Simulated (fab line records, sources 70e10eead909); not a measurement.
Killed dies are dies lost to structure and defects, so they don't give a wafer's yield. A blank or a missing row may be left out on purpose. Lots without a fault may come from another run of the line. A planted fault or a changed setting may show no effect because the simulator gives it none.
Chamber matching | flow nand_harc | NHARC_P_CONTACT_DESCUM_17 on rie_diel-13: 4 sister chambers
The step chemistry O2, time 3 s. 18 wafers are shown with their chamber, then 9 later ones without.

WAFERS WITH THEIR CHAMBER
wafer  | chamber | showerhead_plenum_p_Torr (Torr) | drypump_motor_current_A (A) | oes_product_au (a.u.)
L074.2 | 1       | 1.82                            | 6.0                         | 0.992
L074.3 | 0       | 2.04                            | 5.8                         | 1.014
L074.5 | 0       | 2.04                            | 5.8                         | 1.012
L075.2 | 0       | 2.04                            | 5.8                         | 1.023
L075.3 | 3       | 1.97                            | 5.6                         | 1.005
L075.4 | 1       | 1.82                            | 6.0                         | 0.988
L077.1 | 3       | 1.96                            | 5.6                         | 1.005
L077.4 | 2       | 1.99                            | 6.1                         | 1.015
L077.6 | 2       | 1.99                            | 6.1                         | 0.998
L077.2 | 0       | 2.04                            | 5.9                         | 1.018
L077.3 | 1       | 1.82                            | 6.0                         | 0.981
L077.5 | 3       | 1.96                            | 5.6                         | 0.994
L078.2 | 2       | 1.99                            | 6.0                         | 1.010
L078.3 | 3       | 1.96                            | 5.6                         | 0.994
L078.6 | 1       | 1.82                            | 6.0                         | 0.987
L082.3 | 3       | 1.96                            | 5.6                         | 0.989
L082.5 | 0       | 2.04                            | 5.8                         | 1.008
L082.6 | 3       | 1.96                            | 5.6                         | 1.000

SIGNATURES (means of the wafers above)
reading                  | chamber 0 | chamber 1 | chamber 2 | chamber 3 | scatter within a chamber
showerhead_plenum_p_Torr | 2.0400    | 1.8200    | 1.9900    | 1.9617    | 0.00244
drypump_motor_current_A  | 5.820     | 6.000     | 6.067     | 5.600     | 0.0324
oes_product_au           | 1.01500   | 0.98700   | 1.00767   | 0.99783   | 0.00633
Rule: a wafer's distance from a chamber is the root of the sum, over the readings, of the square of ((its reading less the chamber's mean) divided by the reading's scatter). The wafer belongs to the nearest chamber; if the next one is less than 2 further off, it can't be placed. The scatter: the root of (the sum of the squares of (reading less its chamber's mean) over the shown wafers, divided by (wafers less chambers)).

WAFERS WITHOUT THEIR CHAMBER
wafer  | showerhead_plenum_p_Torr (Torr) | drypump_motor_current_A (A) | oes_product_au (a.u.)
L089.3 | 1.96                            | 5.6                         | 1.014
L089.4 | 1.82                            | 6.0                         | 0.998
L089.5 | 1.96                            | 5.6                         | 1.011
L093.1 | 2.03                            | 5.8                         | 1.005
L093.4 | 1.82                            | 6.0                         | 0.992
L093.6 | 2.03                            | 5.8                         | 1.005
L094.2 | 1.99                            | 6.1                         | 0.991
L094.3 | 2.03                            | 5.8                         | 1.019
L094.4 | 1.82                            | 6.0                         | 0.993

WHICH CHAMBER EACH WENT THROUGH
wafer  | from the rows above | in truth
L089.3 | 3                   | 3
L089.4 | 1                   | 1
L089.5 | 3                   | 3
L093.1 | 0                   | 0
L093.4 | 1                   | 1
L093.6 | 0                   | 0
L094.2 | 2                   | 2
L094.3 | 0                   | 0
L094.4 | 1                   | 1
Placed correctly: 9 of 9. Can't be placed from these rows: 0. Placed wrongly: 0.
